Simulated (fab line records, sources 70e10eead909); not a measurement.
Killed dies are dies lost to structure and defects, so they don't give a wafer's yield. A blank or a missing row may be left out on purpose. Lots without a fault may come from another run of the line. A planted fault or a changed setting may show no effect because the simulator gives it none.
Chamber matching | flow nand_harc | NHARC_A_DECK1_JOINT_ETCHBACK_07 on rie_si-04: 4 sister chambers
The step etches the open film in HBr, target depth 105 nm, time 26.9 s. 4 wafers are shown with their chamber, then 12 later ones without.

WAFERS WITH THEIR CHAMBER
wafer  | chamber | drypump_motor_current_A (A)
L083.5 | 1       | 5.4
L089.3 | 2       | 6.2
L089.5 | 3       | 5.7
L089.6 | 0       | 5.5

WAFERS WITHOUT THEIR CHAMBER
wafer  | drypump_motor_current_A (A)
L088.1 | 6.2
L088.3 | 5.5
L088.5 | 5.7
L092.4 | 6.1
L092.5 | 5.6
L092.6 | 5.7
L094.1 | 6.1
L094.4 | 5.7
L094.5 | 6.1
L096.1 | 6.2
L096.4 | 5.4
L096.6 | 5.7

WHICH CHAMBER EACH WENT THROUGH
wafer  | from the rows above          | in truth
L088.1 | 2                            | 2
L088.3 | can't be placed: 0 or 1      | 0
L088.5 | 3                            | 3
L092.4 | 2                            | 2
L092.5 | can't be placed: 0 or 3 or 1 | 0
L092.6 | 3                            | 3
L094.1 | 2                            | 2
L094.4 | 3                            | 3
L094.5 | 2                            | 2
L096.1 | 2                            | 2
L096.4 | can't be placed: 1 or 0      | 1
L096.6 | 3                            | 3
Placed correctly: 9 of 12. Can't be placed from these rows: 3 (the true chamber is among the candidates in 3). Placed wrongly: 0.
How it was worked out, from the rows above alone: a wafer's distance from a chamber is the root of the sum, over the readings, of the square of ((its reading less the chamber's mean) divided by the reading's scatter). The wafer belongs to the nearest chamber; if the next one is less than 2 further off, it can't be placed. A chamber's mean is the mean of its shown wafers. The scatter: with one shown wafer a chamber, the root of the mean of the squares of how far each hidden wafer lies from its nearest shown one.
